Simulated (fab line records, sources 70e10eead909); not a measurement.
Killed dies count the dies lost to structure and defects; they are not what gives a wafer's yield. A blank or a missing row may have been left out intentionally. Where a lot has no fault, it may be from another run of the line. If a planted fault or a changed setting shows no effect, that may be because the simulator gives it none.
Matching of chambers / flow nand-harc / rie-diel-02 running NHARC_P_M0_ETCH_34: 4 sister chambers
The step etches the open film in N2/H2, target depth 40 nm, overetch 12 nm, time 43.94 s. 14 wafers are shown with their chamber, then 7 later ones without.

WAFERS WITH THEIR CHAMBER
wafer=L104.1; chamber=0; showerhead-plenum-p-Torr (Torr)=1.93; rf-vpp-V (V)=427.1; oes-product-au (a.u.)=1.014
wafer=L104.3; chamber=3; showerhead-plenum-p-Torr (Torr)=1.99; rf-vpp-V (V)=430.6; oes-product-au (a.u.)=1.005
wafer=L104.5; chamber=2; showerhead-plenum-p-Torr (Torr)=2.05; rf-vpp-V (V)=432.1; oes-product-au (a.u.)=1.005
wafer=L108.3; chamber=1; showerhead-plenum-p-Torr (Torr)=2.17; rf-vpp-V (V)=432.9; oes-product-au (a.u.)=0.984
wafer=L108.4; chamber=0; showerhead-plenum-p-Torr (Torr)=1.93; rf-vpp-V (V)=428.1; oes-product-au (a.u.)=1.009
wafer=L108.6; chamber=1; showerhead-plenum-p-Torr (Torr)=2.17; rf-vpp-V (V)=434.1; oes-product-au (a.u.)=0.997
wafer=L110.1; chamber=1; showerhead-plenum-p-Torr (Torr)=2.17; rf-vpp-V (V)=435.5; oes-product-au (a.u.)=0.994
wafer=L110.2; chamber=3; showerhead-plenum-p-Torr (Torr)=1.99; rf-vpp-V (V)=428.7; oes-product-au (a.u.)=0.997
wafer=L110.3; chamber=0; showerhead-plenum-p-Torr (Torr)=1.92; rf-vpp-V (V)=426.7; oes-product-au (a.u.)=0.999
wafer=L117.2; chamber=1; showerhead-plenum-p-Torr (Torr)=2.16; rf-vpp-V (V)=434.6; oes-product-au (a.u.)=0.991
wafer=L117.3; chamber=0; showerhead-plenum-p-Torr (Torr)=1.92; rf-vpp-V (V)=425.7; oes-product-au (a.u.)=1.009
wafer=L117.5; chamber=3; showerhead-plenum-p-Torr (Torr)=1.99; rf-vpp-V (V)=427.7; oes-product-au (a.u.)=0.996
wafer=L119.1; chamber=2; showerhead-plenum-p-Torr (Torr)=2.04; rf-vpp-V (V)=430.9; oes-product-au (a.u.)=0.996
wafer=L119.5; chamber=3; showerhead-plenum-p-Torr (Torr)=1.99; rf-vpp-V (V)=429.7; oes-product-au (a.u.)=0.992

SIGNATURES (averages over the wafers above)
reading=showerhead-plenum-p-Torr; chamber 0=1.9250; chamber 1=2.1675; chamber 2=2.0450; chamber 3=1.9900; scatter within a chamber=0.00474
reading=rf-vpp-V; chamber 0=426.900; chamber 1=434.275; chamber 2=431.500; chamber 3=429.175; scatter within a chamber=1.09
reading=oes-product-au; chamber 0=1.00775; chamber 1=0.99150; chamber 2=1.00050; chamber 3=0.99750; scatter within a chamber=0.00584
Rule: for each reading, subtract the chamber's mean from the wafer's reading, divide by that reading's scatter and square the result; add these up over the readings and take the root, which gives the wafer's distance from the chamber. If the next closest chamber is less than 2 further off than the closest, the wafer can't be placed; otherwise it belongs to the closest. How the scatter is found: for the shown wafers, subtract from each reading the mean of its chamber, square and add these, divide the total by (wafers less chambers), then take the root.

WAFERS MISSING THEIR CHAMBER
wafer=L119.6; showerhead-plenum-p-Torr (Torr)=2.04; rf-vpp-V (V)=430.0; oes-product-au (a.u.)=0.987
wafer=L120.1; showerhead-plenum-p-Torr (Torr)=1.92; rf-vpp-V (V)=426.8; oes-product-au (a.u.)=1.004
wafer=L120.2; showerhead-plenum-p-Torr (Torr)=1.99; rf-vpp-V (V)=428.1; oes-product-au (a.u.)=0.994
wafer=L120.3; showerhead-plenum-p-Torr (Torr)=2.16; rf-vpp-V (V)=435.0; oes-product-au (a.u.)=0.988
wafer=L123.1; showerhead-plenum-p-Torr (Torr)=1.98; rf-vpp-V (V)=429.2; oes-product-au (a.u.)=0.998
wafer=L123.3; showerhead-plenum-p-Torr (Torr)=2.16; rf-vpp-V (V)=433.9; oes-product-au (a.u.)=0.992
wafer=L123.6; showerhead-plenum-p-Torr (Torr)=2.04; rf-vpp-V (V)=429.1; oes-product-au (a.u.)=0.995

WHICH CHAMBER EACH WENT THROUGH
wafer=L119.6; from the rows above=2; in truth=2
wafer=L120.1; from the rows above=0; in truth=0
wafer=L120.2; from the rows above=3; in truth=3
wafer=L120.3; from the rows above=1; in truth=1
wafer=L123.1; from the rows above=3; in truth=3
wafer=L123.3; from the rows above=1; in truth=1
wafer=L123.6; from the rows above=2; in truth=2
Correctly placed: 7 of 7. Can't be placed from these rows: 0. 0 placed wrongly.
